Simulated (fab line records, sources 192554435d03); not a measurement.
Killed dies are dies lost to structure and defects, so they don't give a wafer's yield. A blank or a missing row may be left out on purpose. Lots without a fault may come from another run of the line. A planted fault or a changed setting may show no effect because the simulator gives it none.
Which tool did it? | flow n5_finfet | 12 lots, 36 wafers sampled, at 2 steps of a route of 1938

WHAT THE GAUGES READ, wafer by wafer
N5_BEOL_M15_INSPECT_12: inspects for defects (macro).
lot  | measured     | on                | raw_defect_count
L075 | day 13 07:21 | defect_inspect-02 | 1 2 3
L079 | day 13 10:40 | defect_inspect-02 | 0 1 2
L077 | day 13 23:01 | defect_inspect-02 | 3 1 4
L080 | day 14 13:02 | defect_inspect-01 | 2 4 0
L084 | day 15 01:03 | defect_inspect-02 | 0 1 0
L086 | day 15 09:02 | defect_inspect-01 | 3 3 3
L089 | day 16 05:07 | defect_inspect-02 | 1 5 4
L087 | day 16 08:24 | defect_inspect-01 | 1 2 2
L091 | day 17 01:20 | defect_inspect-01 | 2 1 2
L094 | day 17 02:04 | defect_inspect-01 | 1 1 2
L095 | day 17 17:18 | defect_inspect-02 | 3 3 2
L097 | day 18 05:35 | defect_inspect-01 | 3 3 1

WHICH TOOL RAN EACH LOT (tool, then ch and the chambers of the sampled wafers, then the start)
lot  | N5_BEOL_M14_SPUTTER_45
L075 | pvd_sputter-01, day 13 05:20
L079 | pvd_sputter-01, day 13 08:43
L077 | pvd_sputter-03, day 13 21:10
L080 | pvd_sputter-03, day 14 11:20
L084 | pvd_sputter-02, day 14 23:14
L086 | pvd_sputter-03, day 15 07:12
L089 | pvd_sputter-02, day 16 03:17
L087 | pvd_sputter-02, day 16 06:42
L091 | pvd_sputter-03, day 16 23:32
L094 | pvd_sputter-03, day 16 23:59
L095 | pvd_sputter-02, day 17 15:28
L097 | pvd_sputter-03, day 18 03:45
- N5_BEOL_M14_SPUTTER_45: material Cu, target thk 100 nm, time 16.67 s.

THE ANSWER, worked out from the rows above alone
Rule: what is usual is taken from the lots themselves. Put in order of their means at a reading, lots are off if they are a third of the lots or fewer, leave a main group of 4 or more, and stand apart from it by a gap of 3 or more times the standard deviation of the main group's means; of several such gaps the widest counts. A main group whose means are all the same, to the digits that the tables above print for the reading, isn't used. A lot without any number at a reading at which 4 lots or more have one is off too. The other lots that the step has rows for count as sound.
No lot is off at any reading shown: from this, nothing can be told.

WHAT THE SIMULATOR HAD PUT IN
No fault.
